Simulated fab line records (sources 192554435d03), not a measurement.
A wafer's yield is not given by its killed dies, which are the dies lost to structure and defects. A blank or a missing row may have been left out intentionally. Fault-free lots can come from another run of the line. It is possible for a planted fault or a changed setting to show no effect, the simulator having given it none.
Chamber matching    flow n5 finfet    pecvd-02 running N5_BEOL_M9_PECVD_70: 3 sister chambers
The step deposits SiO2 from TEOS/O2, target thk 20 nm, time 22.7 s. 30 wafers are shown with their chamber, then 12 later ones without.

## WAFERS PAIRED WITH THEIR CHAMBERS
wafer   chamber  throttle valve pct (%)  showerhead plenum p Torr (Torr)  heater power w (W)
L077.1  0        23.0                    8.79                             785
L077.2  2        22.2                    8.73                             612
L077.3  1        21.8                    8.78                             530
L077.4  0        22.9                    8.79                             806
L077.5  1        21.8                    8.77                             531
L077.6  2        21.9                    8.74                             610
L076.4  1        21.6                    8.79                             655
L076.5  2        22.3                    8.75                             600
L076.6  1        21.8                    8.77                             652
L084.4  0        22.9                    8.79                             838
L084.5  0        22.8                    8.78                             822
L084.6  1        21.8                    8.76                             591
L085.1  1        21.7                    8.78                             620
L085.2  0        23.0                    8.79                             812
L085.6  0        22.9                    8.79                             856
L086.3  1        22.1                    8.75                             626
L086.5  0        22.5                    8.82                             705
L086.6  2        22.5                    8.71                             674
L090.3  2        22.4                    8.72                             718
L090.5  0        22.9                    8.81                             833
L090.6  2        22.4                    8.71                             703
L088.2  2        22.4                    8.72                             668
L088.5  2        22.2                    8.71                             668
L088.6  1        21.6                    8.75                             651
L097.3  1        21.9                    8.77                             631
L097.4  2        22.3                    8.71                             682
L097.5  1        21.9                    8.79                             649
L091.1  2        22.4                    8.73                             635
L091.2  1        21.7                    8.76                             570
L091.3  0        23.0                    8.79                             779

SIGNATURES (means of the wafers above)
reading                   chamber 0  chamber 1  chamber 2  scatter within a chamber
throttle valve pct        22.878     21.791     22.300     0.157
showerhead plenum p Torr  8.7944     8.7700     8.7230     0.0137
heater power w            804.00     609.64     657.00     44.4
Rule: for each reading, subtract the chamber's mean from the wafer's reading, divide by that reading's scatter and square the result; add these up over the readings and take the root, which gives the wafer's distance from the chamber. The wafer belongs to the nearest chamber; if the next one is less than 2 further off, it can't be placed. The scatter: take each reading less its chamber's mean, square it, sum over the shown wafers, divide by the number of wafers less the number of chambers, and take the root.

## WAFERS WITHOUT THEIR CHAMBER
wafer   throttle valve pct (%)  showerhead plenum p Torr (Torr)  heater power w (W)
L092.1  21.8                    8.76                             593
L092.2  22.1                    8.70                             685
L092.3  22.8                    8.79                             711
L092.4  22.9                    8.82                             704
L092.5  21.9                    8.80                             587
L092.6  22.4                    8.73                             679
L094.1  22.7                    8.73                             626
L094.5  21.9                    8.78                             600
L094.6  22.2                    8.73                             637
L082.1  22.4                    8.73                             570
L082.3  21.9                    8.77                             643
L082.6  21.6                    8.75                             635

## WHICH CHAMBER EACH WENT THROUGH
wafer   from the rows above  in truth
L092.1  1                    1
L092.2  2                    2
L092.3  0                    0
L092.4  0                    0
L092.5  1                    1
L092.6  2                    2
L094.1  2                    2
L094.5  1                    1
L094.6  2                    2
L082.1  2                    2
L082.3  1                    1
L082.6  1                    1
Correctly placed: 12 of 12. Left unplaced by these rows: 0. Wrongly placed: 0.
